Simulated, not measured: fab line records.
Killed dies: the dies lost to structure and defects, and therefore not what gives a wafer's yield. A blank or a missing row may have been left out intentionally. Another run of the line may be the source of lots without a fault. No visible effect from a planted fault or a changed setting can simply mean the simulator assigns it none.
Matching of chambers + flow nand_harc + NHARC_A_CHANNEL_FILL_D2_CMP_10 on cmp-03: 4 sister chambers
The step polishes, target thk 150 nm. 8 wafers are shown with their chamber, then 9 later ones without.

== EACH WAFER AND ITS CHAMBER ==
| wafer  | chamber | motor_current_A (A) | time_to_endpoint_s (s) |
|--------|---------|---------------------|------------------------|
| L084.4 | 3       | 11.8                | 18.1                   |
| L086.1 | 3       | 11.2                | 16.8                   |
| L087.2 | 0       | 12.5                | 15.9                   |
| L087.3 | 1       | 10.7                | 11.9                   |
| L087.6 | 2       | 13.2                | 13.4                   |
| L089.3 | 0       | 12.5                | 18.0                   |
| L089.4 | 2       | 12.9                | 15.4                   |
| L089.5 | 1       | 10.9                | 15.1                   |

== WAFERS WHOSE CHAMBER IS MISSING ==
| wafer  | motor_current_A (A) | time_to_endpoint_s (s) |
|--------|---------------------|------------------------|
| L090.1 | 10.3                | 10.3                   |
| L090.5 | 11.3                | 11.5                   |
| L090.6 | 12.9                | 9.3                    |
| L093.1 | 12.2                | 14.0                   |
| L093.2 | 11.9                | 16.6                   |
| L093.4 | 10.4                | 15.9                   |
| L096.4 | 13.5                | 14.6                   |
| L096.5 | 11.7                | 15.4                   |
| L096.6 | 11.1                | 13.0                   |

== THE CHAMBER EACH PASSED THROUGH ==
| wafer  | from the rows above          | in truth |
|--------|------------------------------|----------|
| L090.1 | 1                            | 1        |
| L090.5 | can't be placed: 1 or 3      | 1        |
| L090.6 | can't be placed: 2 or 0      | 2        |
| L093.1 | can't be placed: 0 or 2 or 3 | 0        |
| L093.2 | can't be placed: 3 or 0      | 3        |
| L093.4 | 1                            | 1        |
| L096.4 | 2                            | 2        |
| L096.5 | can't be placed: 3 or 0      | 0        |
| L096.6 | can't be placed: 1 or 3      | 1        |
Correct placement for 3 of the 9. Cannot be placed on the basis of these rows: 6; the candidates contain the true chamber in 6. Number placed wrongly: 0.
How it was worked out, from the rows above alone: a wafer's distance from a chamber is the root of the sum, over the readings, of the square of ((its reading less the chamber's mean) divided by the reading's scatter). The wafer belongs to the nearest chamber; if the next one is less than 2 further off, it can't be placed. For every chamber, the mean is computed from those of its wafers that are shown. The scatter: the root of (the sum of the squares of (reading less its chamber's mean) over the shown wafers, divided by (wafers less chambers)).
